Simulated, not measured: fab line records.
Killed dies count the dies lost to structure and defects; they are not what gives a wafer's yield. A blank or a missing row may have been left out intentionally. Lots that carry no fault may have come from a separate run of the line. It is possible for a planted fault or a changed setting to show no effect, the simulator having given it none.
Comparing a struck lot with a sound one :: flow n5_finfet :: 15 out of 1938 route steps
Sound: wafers L410.1, L410.2, L410.5. Struck: wafers L419.1, L419.2, L419.3. The cause is given at the end.
Order at every step that has rows: each side's tool, ch and its chambers, its first start. Under that, the readings that differ: sound wafers :: struck wafers :: difference of the means :: sigmas: that difference in standard deviations of wafers without a fault.
alike: readings with means less than 2 such deviations apart, plus words and numbers identical on both sides. not compared: withheld readings, readings lacking a value on some wafer, bounds such as >300 that could conceal the same value, and numbers that have no deviation in the record and whose values overlap.
A row with sigmas, a row that says differs or no value, or rows on one side alone: a step with any of these is where the two part. Numbers that don't overlap but have no deviation are shown without sigmas and don't part them. A reading that every wafer of one side lacks parts them only if that side has two wafers or more.

first, 7 steps without rows for these wafers: N5_WELL_APT_COAT_02 (resist thk 950 nm); N5_WELL_APT_EBR_04; N5_WELL_APT_SOFTBAKE_03 (time 60 s); N5_WELL_APT_EXPOSE_05 (exposes mask NWELL, defocus 0 nm, target cd 200 nm); N5_WELL_APT_PEB_06 (peb time 90 s); N5_WELL_APT_DEVELOP_07 (develop time 45 s); N5_WELL_APT_HARDBAKE_12 (time 120 s).
N5_WELL_APT_CD_MEAS_08: the cd target is 200 nm.
  sound on cd_sem-02 ch 0, day 1 20:02; struck on cd_sem-02 ch 0, day 4 01:44
  alike: cd_nm
N5_WELL_APT_OVL_MEAS_09:
  sound on overlay-01 ch 0, day 1 20:04; struck on overlay-02 ch 0, day 4 01:46
  alike: NWELL_OVL
N5_WELL_APT_INSPECT_10: inspects for defects (macro).
  sound on defect_inspect-01, day 1 20:05; struck on defect_inspect-02, day 4 01:47
  alike: raw_defect_count
N5_WELL_APT_DESCUM_13: chemistry O2, time 7.9 s.
  sound on rie_diel-01 ch 1,3, day 1 20:14; struck on rie_diel-01 ch 0,2,3, day 4 01:59
  alike: drypump_motor_current_A, oes_product_au, rf_fwd_power_W, rf_vpp_V, showerhead_plenum_p_Torr, throttle_valve_pct
  not compared: rf_hours_counter_h
next, for these wafers, 1 step has no rows: N5_WELL_APT_IMPLANT_14.
N5_WELL_APT_IMPLANT_15:
  sound on implanter-02 ch 0, day 1 20:31; struck on implanter-01 ch 0, day 4 02:16
reading: dose_ions_cm2
sound: 1.5008e+13 1.4991e+13 1.4999e+13
struck: 8.858e+12 8.827e+12 8.848e+12
difference: -6.155e+12
sigmas: -99 or more

reading: faraday_current_uA
sound: 194 187 190
struck: 111 112 112
difference: -79
sigmas: -21
then, 2 steps without rows for these wafers: N5_WELL_APT_STRIP_16 (strips in SPM, time 900 s); N5_PASSIVATION_PROBE_49.

## WHERE THEY PART
N5_WELL_APT_IMPLANT_15 only, going by this record.

WHY: what had been put in by the simulator
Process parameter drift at N5_WELL_APT_IMPLANT_15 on implanter-01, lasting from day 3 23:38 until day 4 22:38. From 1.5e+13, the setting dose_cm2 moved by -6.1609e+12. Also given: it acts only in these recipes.
